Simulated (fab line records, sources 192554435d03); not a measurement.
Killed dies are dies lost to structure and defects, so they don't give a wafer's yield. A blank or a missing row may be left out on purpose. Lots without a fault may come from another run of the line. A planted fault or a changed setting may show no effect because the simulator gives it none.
A struck lot beside a sound one | flow n5_finfet | 16 steps out of a route of 1938
Sound: wafers L638.1, L638.2, L638.3. Struck: wafer L652.2. (L652.5 of the same lot was not struck and is left out.) The cause comes at the end.
At each step with rows: each side's tool, then ch and its chambers, then its first start. Under that, the readings that differ: sound wafers | struck wafers | difference of the means | sigmas: that difference in standard deviations of wafers without a fault.
alike: readings whose means differ by less than 2 such deviations, and words and numbers that are the same on both sides. not compared: withheld readings, readings that some wafer has no value for, bounds like >300 that may hide the same value, and numbers for which the record gives no deviation and whose values overlap.
The two part at a step that has a row with sigmas, a row that says differs or no value, or rows on one side only. Numbers that don't overlap but have no deviation are shown without sigmas and don't part them. A reading that every wafer of one side lacks parts them only if that side has two wafers or more.

first, 4 steps without rows for these wafers: N5_BEOL_M2_SOFTBAKE_23 (time 60 s); N5_BEOL_M2_EXPOSE_25 (exposes mask V1, defocus 5 nm); N5_BEOL_M2_PEB_26 (peb time 60 s); N5_BEOL_M2_DEVELOP_27 (develop time 30 s).
N5_BEOL_M2_CD_MEAS_28: target cd 26.2 nm, target cd y 24.1 nm.
  sound on cd_sem-03 ch 0, day 8 04:47; struck on cd_sem-01 ch 0, day 11 19:59
  alike: cd_nm
N5_BEOL_M2_OVL_MEAS_29:
  sound on overlay-01 ch 0, day 8 04:49; struck on overlay-01 ch 0, day 11 20:01
  alike: V1_OVL
N5_BEOL_M2_INSPECT_30: inspects for defects (brightfield).
  sound on defect_inspect-01, day 8 04:53; struck on defect_inspect-01, day 11 20:05
  alike: raw_defect_count
N5_BEOL_M2_DESCUM_33: chemistry O2, time 7 s.
  sound on rie_diel-02 ch 0,2,3, day 8 04:55; struck on rie_diel-03 ch 2, day 11 20:07
  reading                | sound     | struck | difference | sigmas
  rf_hours_counter_h (h) | 36 71 145 | 31     | -53        |
  alike: drypump_motor_current_A, oes_product_au, rf_vpp_V, showerhead_plenum_p_Torr, throttle_valve_pct
N5_BEOL_M2_ETCH_77: etches underlayer in N2/H2, target depth 6.5 nm, time 5.2 s.
  sound on rie_diel-02 ch 0,2,3, day 8 04:57; struck on rie_diel-03 ch 2, day 11 20:09
  reading                | sound     | struck | difference | sigmas
  rf_hours_counter_h (h) | 36 71 145 | 31     | -53        |
  alike: drypump_motor_current_A, etch_rf_on_time_s, h2_flow_sccm, n2_flow_sccm, oes_product_au, rf_vpp_V, showerhead_plenum_p_Torr, throttle_valve_pct
N5_BEOL_M2_ETCH_69: etches SiARC in CF4, target depth 15.6 nm, time 26 s.
  sound on rie_diel-02 ch 0,2,3, day 8 04:58; struck on rie_diel-03 ch 2, day 11 20:10
  reading                | sound     | struck | difference | sigmas
  rf_hours_counter_h (h) | 36 71 145 | 31     | -53        |
  alike: drypump_motor_current_A, etch_rf_on_time_s, mfc_ar_sccm, oes_product_au, rf_vpp_V, showerhead_plenum_p_Torr, throttle_valve_pct
N5_BEOL_M2_ALD_98: deposits SiO2, target thk 2.5 nm, pulse time 1 s, co reactant pulse time 1 s.
  sound on ald_sin-01 ch 0,1,2, day 8 05:03; struck on ald_sin-04 ch 1, day 11 20:14
  reading                    | sound             | struck | difference | sigmas
  precursor_pulse_height_rel | 1.014 0.988 0.980 | 1.064  | +0.070     | +3
  alike: heater_power_w
N5_BEOL_M2_ETCHBACK_99: etches SiO2 in CHF3, target depth 5 nm, time 10.4 s.
  sound on rie_diel-03 ch 0,1,2, day 9 10:50; struck on rie_diel-03 ch 1, day 12 17:32
  alike: drypump_motor_current_A, mfc_ar_sccm, oes_f_703_au, oes_product_au, rf_vpp_V, showerhead_plenum_p_Torr, throttle_valve_pct
  not compared: rf_hours_counter_h
N5_BEOL_M2_ETCH_70: etches SOC in N2/H2, target depth 80 nm, overetch 24 nm, time 130 s.
  sound on rie_diel-03 ch 0,1,2, day 9 10:52; struck on rie_diel-03 ch 1, day 12 17:34
  reading                                    | sound     | struck | difference | sigmas
  model.SiARC_of_BEOL_M2_COAT_68.thk_nm (nm) | 5.8 6 5.8 | 4      | -2         |
  alike: drypump_motor_current_A, h2_flow_sccm, n2_flow_sccm, oes_product_au, rf_vpp_V, showerhead_plenum_p_Torr, throttle_valve_pct
  not compared: rf_hours_counter_h
then, 1 step without rows for these wafers: N5_BEOL_M2_STRIP_71 (strips in N2/H2).
-- the record jumps here: 3 days lie between the struck wafers' starts before and after (it left off in module BEOL_M2 and takes up again in module BEOL_M4, whose first step shown is number 1111 of the route) --
N5_BEOL_M4_RC_MEAS_101:
  sound on prober-01 ch 0, day 11 18:39; struck on prober-02 ch 0, day 15 07:26
  alike: DIBL_N, DIBL_P, IOFF_N, IOFF_P, ION_N, ION_P, SS_N, SS_P, VT_N, VT_P
-- the record jumps here: 5 days lie between the struck wafers' starts before and after (it left off in module BEOL_M4 and takes up again in module PASSIVATION, whose first step shown is number 1936 of the route) --
N5_PASSIVATION_PROBE_49:
  sound on prober-02, day 16 10:37; struck on prober-02, day 19 20:51
  reading                 | sound       | struck | difference | sigmas
  killed_at_contacts      | 13 12 7     | 23     | +12        | +2
  killed_short            | 41 31 33    | 54     | +19        | +2
  sort_bin_5_function (%) | 6.1 6.2 4.3 | 8.3    | +2.8       | +3
  alike: defect_limited_yield, killed_at_M0_to_M3, killed_at_M4_up, killed_at_front_end, killed_at_other, killed_dies, killed_open, sort_bin_6_memory, sort_n_pass, sort_yield_pct

WHERE THEY PART
First at N5_BEOL_M2_ALD_98; last, within this record, at N5_PASSIVATION_PROBE_49.

WHY: what the simulator had put in
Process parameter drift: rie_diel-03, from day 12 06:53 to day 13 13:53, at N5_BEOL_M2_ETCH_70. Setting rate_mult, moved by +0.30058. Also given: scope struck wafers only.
